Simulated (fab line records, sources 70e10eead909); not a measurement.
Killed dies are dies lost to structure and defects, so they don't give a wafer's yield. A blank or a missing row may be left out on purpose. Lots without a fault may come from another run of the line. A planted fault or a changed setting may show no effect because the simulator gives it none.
Which tool did it? | flow nand_harc | 11 lots, 33 wafers sampled, at 6 steps of a route of 1159

WHAT THE GAUGES READ, wafer by wafer
NHARC_A_M1_CD_MEAS_09: target cd 120 nm. Usual: cd_nm 120.0 nm, standard deviation 0.59.
lot  | measured     | on        | cd_nm (nm)        | flag
L743 | day 17 19:52 | cd_sem-02 | 119.6 119.8 119.8 |
L749 | day 18 23:43 | cd_sem-02 | 145.6 145.6 144.9 | OFF
L748 | day 19 00:40 | cd_sem-01 | 141.2 140.5 141.3 | OFF
L750 | day 19 11:02 | cd_sem-01 | 120.5 120.9 121.0 |
L755 | day 20 18:42 | cd_sem-02 | 119.5 119.6 119.3 |
L758 | day 21 18:50 | cd_sem-02 | 119.3 118.8 119.0 |
L762 | day 22 08:25 | cd_sem-01 | 120.8 120.5 120.9 |
L759 | day 22 09:14 | cd_sem-02 | 119.2 119.4 119.4 |
L760 | day 22 14:41 | cd_sem-01 | 120.2 119.7 120.7 |
L763 | day 22 19:02 | cd_sem-01 | 119.6 120.5 120.0 |
L766 | day 23 13:03 | cd_sem-01 | 120.4 120.0 120.5 |

NHARC_END_SORT_01. Usual: defect_limited_yield 95.6 %, standard deviation 1.6; killed_at_array 26, standard deviation 10; killed_at_other 0.5, standard deviation 0.87; killed_at_periphery 3.0, standard deviation 2.5; killed_dies 29, standard deviation 11; killed_open 3.3, standard deviation 1.9; killed_short 1.8, standard deviation 1.5; sort_bin_2_pct 1.3 %, standard deviation 0.63; sort_bin_3_pct 0.25 %, standard deviation 0.22; sort_bin_4_pct 2.8 %, standard deviation 1.1; sort_n_pass 648, standard deviation 11; sort_rim_yield_pct 96.5 %, standard deviation 2.6; sort_yield_pct 95.6 %, standard deviation 1.6.
lot  | measured     | on        | defect_limited_yield (%) | killed_at_array | killed_at_other | killed_at_periphery | killed_dies | killed_open | killed_short | sort_bin_2_pct (%) | sort_bin_3_pct (%) | sort_bin_4_pct (%) | sort_n_pass | sort_rim_yield_pct (%) | sort_yield_pct (%) | flag
L743 | day 19 07:11 | prober-02 | 97.8 97.9 97.2           | 12 11 18        | 0 0 0           | 3 3 1               | 15 14 19    | 3 1 10      | 2 2 2        | 0.7 0.4 0.9        | 0 0.30 0           | 1.5 1.3 1.9        | 662 663 658 | 99.1 98.1 98.1         | 97.8 97.9 97.2     |
L749 | day 20 12:09 | prober-01 | 96.8 95.7 94.7           | 16 29 34        | 0 0 0           | 6 0 2               | 22 29 36    | 3 1 7       | 1 2 1        | 0.7 1.3 1.9        | 0.15 0.15 0        | 2.4 2.8 3.4        | 655 648 641 | 95.3 96.2 99.1         | 96.8 95.7 94.7     |
L748 | day 20 15:47 | prober-02 | 96.5 96.8 96.5           | 19 17 19        | 1 0 0           | 4 5 5               | 24 22 24    | 3 4 4       | 2 1 1        | 0.9 1.0 0.3        | 0 0.30 0.59        | 2.7 1.9 2.7        | 653 655 653 | 99.1 99.1 96.2         | 96.5 96.8 96.5     |
L750 | day 21 03:38 | prober-01 | 95.7 96.3 95.7           | 29 24 27        | 0 1 1           | 0 0 1               | 29 25 29    | 4 2 7       | 0 4 1        | 1.3 1.0 1.0        | 0.15 0.30 0.15     | 2.8 2.4 3.1        | 648 652 648 | 99.1 98.1 99.1         | 95.7 96.3 95.7     |
L755 | day 22 07:30 | prober-02 | 93.1 91.6 93.6           | 40 47 30        | 0 0 0           | 7 10 13             | 47 57 43    | 2 3 2       | 2 1 0        | 2.5 3.4 1.9        | 0.15 0.15 0.44     | 4.3 4.9 4.0        | 630 620 634 | 93.4 96.2 98.1         | 93.1 91.6 93.6     |
L758 | day 23 07:02 | prober-01 | 96.5 95.4 95.3           | 20 27 31        | 1 1 0           | 3 3 1               | 24 31 32    | 3 1 3       | 3 2 3        | 1.0 1.2 1.2        | 0.15 0 0.30        | 2.4 3.4 3.2        | 653 646 645 | 100.0 98.1 97.2        | 96.5 95.4 95.3     |
L762 | day 23 22:06 | prober-02 | 94.8 95.9 94.5           | 31 26 28        | 1 0 5           | 3 2 4               | 35 28 37    | 4 2 5       | 4 0 2        | 1.6 1.2 1.5        | 0 0.30 0.44        | 3.5 2.7 3.5        | 642 649 640 | 90.6 94.3 86.8         | 94.8 95.9 94.5     |
L759 | day 23 22:07 | prober-01 | 95.6 95.4 95.6           | 30 30 28        | 0 1 0           | 0 0 2               | 30 31 30    | 3 4 2       | 3 2 2        | 1.6 1.3 2.1        | 0.15 0.44 0.15     | 2.7 2.8 2.2        | 647 646 647 | 99.1 97.2 100.0        | 95.6 95.4 95.6     |
L760 | day 24 05:56 | prober-01 | 94.5 94.7 95.1           | 32 32 30        | 1 0 1           | 4 4 2               | 37 36 33    | 2 4 6       | 5 2 0        | 2.8 2.1 1.3        | 0 0.15 0           | 2.7 3.1 3.5        | 640 641 644 | 97.2 94.3 98.1         | 94.5 94.7 95.1     |
L763 | day 24 06:40 | prober-02 | 98.4 97.5 98.1           | 9 14 11         | 0 0 0           | 2 3 2               | 11 17 13    | 3 0 3       | 1 5 0        | 0.4 0.3 0.6        | 0.15 0 0.15        | 1.0 2.2 1.2        | 666 660 664 | 97.2 96.2 98.1         | 98.4 97.5 98.1     |
L766 | day 25 06:12 | prober-01 | 92.0 94.5 93.1           | 52 36 44        | 0 0 0           | 2 1 3               | 54 37 47    | 1 0 5       | 1 1 3        | 1.8 1.3 2.4        | 0.44 0.89 0.59     | 5.8 3.2 4.0        | 623 640 630 | 91.5 91.5 97.2         | 92.0 94.5 93.1     |

WHICH TOOL RAN EACH LOT (tool, then ch and the chambers of the sampled wafers, then the start)
lot  | NHARC_A_M0_DESCUM_14               | NHARC_A_M0_PRE_CLEAN_31         | NHARC_A_M0_DEP_32               | NHARC_A_M1_EXPOSE_06
L743 | rie_diel-05 ch 0,1,3, day 17 15:46 | pecvd-04 ch 0,1, day 17 18:22   | pecvd-04 ch 0,1, day 17 18:29   | arfi_scanner-03 ch 0, day 17 19:43
L749 | rie_diel-12 ch 1,2,3, day 18 19:48 | pecvd-04 ch 0,1,2, day 18 22:20 | pecvd-04 ch 0,1,2, day 18 22:25 | arfi_scanner-01 ch 0, day 18 23:35
L748 | rie_diel-05 ch 0,2,3, day 18 20:16 | pecvd-03 ch 0,2, day 18 23:04   | pecvd-03 ch 0,2, day 18 23:12   | arfi_scanner-01 ch 0, day 19 00:31
L750 | rie_diel-01 ch 1,2, day 19 06:47   | pecvd-01 ch 0,1, day 19 09:32   | pecvd-01 ch 0,1, day 19 09:47   | arfi_scanner-03 ch 0, day 19 10:53
L755 | rie_diel-01 ch 0,1,3, day 20 14:16 | pecvd-01 ch 0,1,2, day 20 17:24 | pecvd-01 ch 0,1,2, day 20 17:29 | arfi_scanner-02 ch 0, day 20 18:34
L758 | rie_diel-05 ch 0,3, day 21 14:44   | pecvd-03 ch 1,2, day 21 17:30   | pecvd-03 ch 1,2, day 21 17:35   | arfi_scanner-02 ch 0, day 21 18:41
L762 | rie_diel-01 ch 0,2,3, day 22 04:33 | pecvd-03 ch 0,2, day 22 07:05   | pecvd-03 ch 0,2, day 22 07:10   | arfi_scanner-02 ch 0, day 22 08:17
L759 | rie_diel-05 ch 0,1,3, day 22 05:29 | pecvd-04 ch 1,2, day 22 08:04   | pecvd-04 ch 1,2, day 22 08:10   | arfi_scanner-02 ch 0, day 22 09:06
L760 | rie_diel-05 ch 1,2,3, day 22 10:56 | pecvd-04 ch 0,2, day 22 13:31   | pecvd-04 ch 0,2, day 22 13:37   | arfi_scanner-02 ch 0, day 22 14:33
L763 | rie_diel-01 ch 0,2,3, day 22 15:07 | pecvd-04 ch 0,1, day 22 17:44   | pecvd-04 ch 0,1, day 22 17:49   | arfi_scanner-03 ch 0, day 22 18:55
L766 | rie_diel-05 ch 0,2,3, day 23 08:49 | pecvd-04 ch 0,1,2, day 23 11:51 | pecvd-04 ch 0,1,2, day 23 11:56 | arfi_scanner-03 ch 0, day 23 12:55
- NHARC_A_M0_DESCUM_14: chemistry O2, time 3 s.
- NHARC_A_M0_PRE_CLEAN_31: time 12 s.
- NHARC_A_M0_DEP_32: deposits SiCN, target thk 30 nm.
- NHARC_A_M1_EXPOSE_06: exposes mask A M1, target cd 120 nm.

WHAT THE TOOLS THEMSELVES READ (means of the sampled wafers that have a number; where no wafer has one, the mark that the record gives instead)
NHARC_A_M0_DESCUM_14. Usual: drypump_motor_current_A 5.9 A, standard deviation 0.61; oes_product_au 0.995 a.u., standard deviation 0.011; rf_vpp_V 57.8 V, standard deviation 0.75; showerhead_plenum_p_Torr 1.94 Torr, standard deviation 0.068; throttle_valve_pct 11.312 %, standard deviation 0.0081.
lot  | tool        | drypump_motor_current_A (A) | oes_product_au (a.u.) | rf_vpp_V (V) | showerhead_plenum_p_Torr (Torr) | throttle_valve_pct (%) | flag
L743 | rie_diel-05 | 5.9                         | 1.003                 | 58.1         | 1.98                            | 11.317                 |
L749 | rie_diel-12 | 6.3                         | 0.995                 | 58.0         | 1.98                            | 11.313                 |
L748 | rie_diel-05 | 5.4                         | 0.980                 | 57.6         | 1.95                            | 11.314                 |
L750 | rie_diel-01 | 5.3                         | 0.995                 | 57.4         | 1.92                            | 11.307                 |
L755 | rie_diel-01 | 6.4                         | 1.005                 | 57.0         | 1.94                            | 11.318                 |
L758 | rie_diel-05 | 5.5                         | 0.986                 | 57.9         | 1.99                            | 11.325                 |
L762 | rie_diel-01 | 5.9                         | 0.996                 | 57.8         | 1.90                            | 11.307                 |
L759 | rie_diel-05 | 5.9                         | 0.990                 | 57.8         | 1.97                            | 11.312                 |
L760 | rie_diel-05 | 5.5                         | 0.993                 | 57.0         | 1.93                            | 11.308                 |
L763 | rie_diel-01 | 5.9                         | 0.998                 | 57.8         | 1.90                            | 11.305                 |
L766 | rie_diel-05 | 5.4                         | 1.000                 | 57.2         | 1.94                            | 11.314                 |

NHARC_A_M0_PRE_CLEAN_31. Usual: heater_power_w 645 W, standard deviation 73.
lot  | tool     | heater_power_w (W) | flag
L743 | pecvd-04 | 552                |
L749 | pecvd-04 | 634                |
L748 | pecvd-03 | 627                |
L750 | pecvd-01 | 679                |
L755 | pecvd-01 | 732                |
L758 | pecvd-03 | 671                |
L762 | pecvd-03 | 582                |
L759 | pecvd-04 | 670                |
L760 | pecvd-04 | 689                |
L763 | pecvd-04 | 575                |
L766 | pecvd-04 | 613                |

NHARC_A_M0_DEP_32. Usual: heater_power_w 592 W, standard deviation 69.
lot  | tool     | heater_power_w (W) | flag
L743 | pecvd-04 | 533                |
L749 | pecvd-04 | 556                |
L748 | pecvd-03 | 568                |
L750 | pecvd-01 | 641                |
L755 | pecvd-01 | 580                |
L758 | pecvd-03 | 634                |
L762 | pecvd-03 | 538                |
L759 | pecvd-04 | 547                |
L760 | pecvd-04 | 643                |
L763 | pecvd-04 | 547                |
L766 | pecvd-04 | 550                |

NHARC_A_M1_EXPOSE_06. Usual: exposure_dose_mJ_cm2 75.06, standard deviation 0.087.
lot  | tool            | exposure_dose_mJ_cm2 | flag
L743 | arfi_scanner-03 | 75.01                |
L749 | arfi_scanner-01 | 114.89               | OFF
L748 | arfi_scanner-01 | 107.40               | OFF
L750 | arfi_scanner-03 | 75.06                |
L755 | arfi_scanner-02 | 75.15                |
L758 | arfi_scanner-02 | 75.16                |
L762 | arfi_scanner-02 | 74.97                |
L759 | arfi_scanner-02 | 74.94                |
L760 | arfi_scanner-02 | 75.10                |
L763 | arfi_scanner-03 | 75.03                |
L766 | arfi_scanner-03 | 75.03                |

THE ANSWER, worked out from the rows above alone
Rule: a lot is off if the mean of its wafers that have a number lies more than 3 standard deviations from the usual mean. A lot without any number at a reading at which 4 lots or more have one is off too. The other lots that the step has rows for count as sound. The gauges are gone through in route order, then the tools' own readings, and for those a lot's mean is taken as printed above. The first step at which some lot is off is used, and at that step the reading that is off furthest; a lot without a number counts as furthest.
Off: L749, L748, at NHARC_A_M1_CD_MEAS_09 (cd_nm).
A tool fits if, at a process step before that reading, it ran every lot that is off, and no sound lot after the first of them. The gauges at NHARC_A_M1_CD_MEAS_09 aren't tried: what is off there is off at NHARC_A_M1_EXPOSE_06 too, on other tools, and a gauge's error can't cause that. One fits: arfi_scanner-01 at NHARC_A_M1_EXPOSE_06. It ran no sound lot before its first lot that is off in this sample, so the start can't be narrowed down.
The tool's own readings at NHARC_A_M1_EXPOSE_06 bear it out: on the lots that are off they differ by more than 5 times the standard deviation of the sound lots' means. exposure_dose_mJ_cm2 reads 111.15 there against 75.05 on the sound lots.

WHAT THE SIMULATOR HAD PUT IN
Process parameter drift: arfi_scanner-01, from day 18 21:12 on, at NHARC_A_M1_EXPOSE_06. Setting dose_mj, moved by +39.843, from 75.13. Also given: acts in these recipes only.
Lots struck among those shown: L749, L748. The rule above found the same.
